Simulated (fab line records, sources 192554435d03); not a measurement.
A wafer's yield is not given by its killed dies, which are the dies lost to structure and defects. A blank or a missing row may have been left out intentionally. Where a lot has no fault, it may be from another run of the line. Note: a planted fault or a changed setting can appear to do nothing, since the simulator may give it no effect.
Which tool was responsible? :: flow n5-finfet :: Sampling: 9 lots, 27 wafers, 4 of 1938 route steps

== WHAT THE GAUGES READ, wafer by wafer ==
N5_STI_FIN_REVEAL_FIN_H_MEAS_10.
lot: L255
measured: day 2 12:50
on: ocd-01
trench-depth-nm (nm): 51.9 51.4 52.0

lot: L256
measured: day 2 18:46
on: ocd-01
trench-depth-nm (nm): 51.5 51.9 52.1

lot: L258
measured: day 3 07:20
on: ocd-01
trench-depth-nm (nm): 51.6 52.6 52.0

lot: L260
measured: day 3 20:19
on: ocd-01
trench-depth-nm (nm): 53.2 52.8 52.9

lot: L263
measured: day 4 12:35
on: ocd-01
trench-depth-nm (nm): 51.1 51.8 52.3

lot: L264
measured: day 4 20:40
on: ocd-02
trench-depth-nm (nm): 52.4 53.1 52.0

lot: L269
measured: day 6 02:16
on: ocd-02
trench-depth-nm (nm): 52.2 51.4 51.5

lot: L275
measured: day 7 14:29
on: ocd-01
trench-depth-nm (nm): 56.6 52.0 57.1

lot: L277
measured: day 8 01:09
on: ocd-01
trench-depth-nm (nm): 56.0 52.1 56.7

== EACH LOT AND THE TOOL THAT RAN IT (in order: tool; ch and the chambers of the sampled wafers; start) ==
lot: L255
N5_FIN_CUT_STRIP_22: rie-diel-01 ch 0,2,3, day 2 04:00
N5_STI_FIN_REVEAL_STRIP_24: rie-diel-03 ch 2,3, day 2 09:54
N5_STI_FIN_REVEAL_RECESS_09: vapor-etch-02 ch 0,1, day 2 10:39

lot: L256
N5_FIN_CUT_STRIP_22: rie-diel-01 ch 0,3, day 2 09:58
N5_STI_FIN_REVEAL_STRIP_24: rie-diel-05 ch 1,2,3, day 2 15:52
N5_STI_FIN_REVEAL_RECESS_09: vapor-etch-01 ch 0,1, day 2 16:04

lot: L258
N5_FIN_CUT_STRIP_22: rie-diel-06 ch 1,2, day 2 22:13
N5_STI_FIN_REVEAL_STRIP_24: rie-diel-04 ch 0,3, day 3 04:24
N5_STI_FIN_REVEAL_RECESS_09: vapor-etch-02 ch 0,1, day 3 04:37

lot: L260
N5_FIN_CUT_STRIP_22: rie-diel-02 ch 2,3, day 3 10:04
N5_STI_FIN_REVEAL_STRIP_24: rie-diel-05 ch 0,1,2, day 3 17:22
N5_STI_FIN_REVEAL_RECESS_09: vapor-etch-02 ch 0,1, day 3 18:07

lot: L263
N5_FIN_CUT_STRIP_22: rie-diel-02 ch 1,2,3, day 4 03:22
N5_STI_FIN_REVEAL_STRIP_24: rie-diel-04 ch 0,1,3, day 4 09:41
N5_STI_FIN_REVEAL_RECESS_09: vapor-etch-01 ch 0,1, day 4 09:53

lot: L264
N5_FIN_CUT_STRIP_22: rie-diel-01 ch 0,1,2, day 4 11:52
N5_STI_FIN_REVEAL_STRIP_24: rie-diel-05 ch 0,2,3, day 4 17:44
N5_STI_FIN_REVEAL_RECESS_09: vapor-etch-01 ch 0,1, day 4 17:57

lot: L269
N5_FIN_CUT_STRIP_22: rie-diel-06 ch 2,3, day 5 16:48
N5_STI_FIN_REVEAL_STRIP_24: rie-diel-05 ch 1,3, day 5 23:21
N5_STI_FIN_REVEAL_RECESS_09: vapor-etch-02 ch 0,1, day 6 00:05

lot: L275
N5_FIN_CUT_STRIP_22: rie-diel-06 ch 0,1,2, day 7 05:29
N5_STI_FIN_REVEAL_STRIP_24: rie-diel-04 ch 1,3, day 7 11:34
N5_STI_FIN_REVEAL_RECESS_09: vapor-etch-02 ch 0,1, day 7 11:47

lot: L277
N5_FIN_CUT_STRIP_22: rie-diel-01 ch 0,1,2, day 7 16:20
N5_STI_FIN_REVEAL_STRIP_24: rie-diel-04 ch 1,2,3, day 7 22:13
N5_STI_FIN_REVEAL_RECESS_09: vapor-etch-02 ch 0,1, day 7 22:26
- N5_FIN_CUT_STRIP_22: strips in N2/H2.
- N5_STI_FIN_REVEAL_STRIP_24: strips in N2/H2, time 90 s.
- N5_STI_FIN_REVEAL_RECESS_09: chemistry HF/NH3, target SiO2, afs cycles 11, target depth 42.5 nm, sublimation time 60 s.

== THE ANSWER, worked out from the rows above alone ==
Rule: usual is defined by the lots themselves. Put in order of their means at a reading, lots are off if they are a third of the lots or fewer, leave a main group of 4 or more, and stand apart from it by a gap of 3 or more times the standard deviation of the main group's means; of several such gaps the widest counts. Not used: any main group whose means are identical at the precision the tables above print for the reading. A lot without any number at a reading at which 4 lots or more have one is off too. All remaining lots with rows at the step are treated as sound.
Off: L275, L277 (N5_STI_FIN_REVEAL_FIN_H_MEAS_10, trench-depth-nm). Main group: mean 52.1 nm, sd 0.45.
A tool fits if, at a process step before that reading, it ran every lot that is off, and no sound lot after the first of them. Those tools and the gauges at N5_STI_FIN_REVEAL_FIN_H_MEAS_10 are tried in the same way. Can't be told from this: 3 tools fit, rie-diel-04 at N5_STI_FIN_REVEAL_STRIP_24, vapor-etch-02 at N5_STI_FIN_REVEAL_RECESS_09, ocd-01 at N5_STI_FIN_REVEAL_FIN_H_MEAS_10.

== WHAT WAS PUT IN BY THE SIMULATOR ==
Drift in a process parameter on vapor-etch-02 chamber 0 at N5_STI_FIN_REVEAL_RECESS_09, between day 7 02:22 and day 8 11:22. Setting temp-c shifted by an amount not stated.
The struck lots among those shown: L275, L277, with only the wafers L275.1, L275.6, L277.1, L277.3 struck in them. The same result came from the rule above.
